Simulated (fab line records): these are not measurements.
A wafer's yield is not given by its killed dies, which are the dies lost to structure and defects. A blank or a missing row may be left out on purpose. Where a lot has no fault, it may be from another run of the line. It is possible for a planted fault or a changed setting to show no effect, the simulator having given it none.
Split-lot trial ; flow n5_finfet ; on a route of 1938 steps: 7 lots, 21 wafers read

## ABOUT THE SPLIT
At N5_BEOL_M6_ETCH_66 (etches SOC in N2/H2, target depth 80 nm, overetch 16 nm, time 120 s), the setting bias_w was moved away from the recipe's 150 W on 8 of the 21 wafers read, by -15.2% to +14.7%. All remaining wafers had this setting at the recipe value.

The reading comes from the split's own step.

## THE READING
rf_vpp_V, in V, at N5_BEOL_M6_ETCH_66 (etches SOC in N2/H2, target depth 80 nm, overetch 16 nm, time 120 s). Typical for fault-free wafers on this fab line: 524.6 V, with standard deviation 2 V.

wafer;tool, chamber at the split;bias_w as run, W;against the recipe;rf_vpp_V, V;against lot-mates on the recipe
L074.2;rie_diel-01, 3;150;recipe;523.4;-
L074.4;rie_diel-01, 0;150;recipe;527.4;-
L074.6;rie_diel-01, 2;150;recipe;527.7;-
L075.2;rie_diel-02, 2;150;recipe;523.3;-
L075.5;rie_diel-02, 2;127.2;-15.2%;472.2;-53.1
L075.6;rie_diel-02, 0;150;recipe;527.2;-
L080.1;rie_diel-02, 3;150;recipe;524.5;-
L080.4;rie_diel-02, 0;150;recipe;524.2;-
L080.5;rie_diel-02, 0;150;recipe;528.4;-
L086.2;rie_diel-01, 0;172;+14.7%;576.3;+51.6
L086.4;rie_diel-01, 3;150;recipe;521.8;-
L086.5;rie_diel-01, 2;150;recipe;527.5;-
L087.1;rie_diel-04, 1;127.9;-14.7%;471.0;no lot-mate on the recipe
L087.2;rie_diel-04, 2;127.9;-14.7%;472.9;no lot-mate on the recipe
L087.6;rie_diel-04, 0;127.9;-14.7%;471.4;no lot-mate on the recipe
L095.1;rie_diel-02, 3;150;recipe;525.4;-
L095.2;rie_diel-02, 2;138.2;-7.9%;496.8;-28.6
L095.4;rie_diel-02, 1;138.2;-7.9%;498.4;-27.0
L096.1;rie_diel-02, 0;142.4;-5.1%;509.0;-15.5
L096.2;rie_diel-02, 2;150;recipe;523.4;-
L096.4;rie_diel-02, 3;150;recipe;525.5;-

THE FIT
A straight line over all 21 wafers: rf_vpp_V changes by +3.56 V for each +1% of bias_w; r = +1.00; the points scatter about the line by 1.9 V.
The same after taking each lot's own level away (the mean of its wafers on the recipe; 18 wafers): +3.5 V for each +1%; r = +1.00; scatter 1.9 V.
That fit puts the effect of the largest move of bias_w on the reading at 53 V.
From 524.45 to 526.17 V: that is the span of the lots' own levels, equal to 0.9 times the standard deviation above.
Consequently the slope shifts little with the lot-to-lot level, the two slopes agreeing.
Check: with one of the wafers moved furthest among these (-15.2%) left out of the fit, the line predicts -53 V for it against its lot-mates. Against them it came out at -53.1 V.
Tool readings at the split's step, against how far the setting was moved: rf_vpp_V r = +1.00.

## OTHER SPLITS ON THESE WAFERS
Note: prior to the reading, these wafers also went through further splits. Each is held against what the fit with the lots' levels taken away leaves over:
other split on the same wafers;wafers away from the commonest value;r with rf_vpp_V (lot level and that fit taken away)
N5_BEOL_M5_EXPOSE_25 dose_mj;5;-0.12
N5_BEOL_M6_PECVD_70 temp_c;8;+0.30

## THE WHOLE CHAIN: every reading that the file lists as answering this split, in the file's order
step;what it does;reading;change (the file's fit);r (the file's)
N5_BEOL_M6_ETCH_66;etches SOC in N2/H2, target depth 80 nm, overetch 16 nm, time 120 s;rf_vpp_V;+3.48 V for each +1% of the setting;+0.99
N5_BEOL_M6_ETCH_66;etches SOC in N2/H2, target depth 80 nm, overetch 16 nm, time 120 s;SiARC_of_BEOL_M6_COAT_64.thk_nm (the simulator's own value, which no gauge read);-0.0698 nm for each +1% of the setting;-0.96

## THE FILE'S OWN FIT
rf_vpp_V changes by +3.48 V for each +1% of bias_w, r = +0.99.
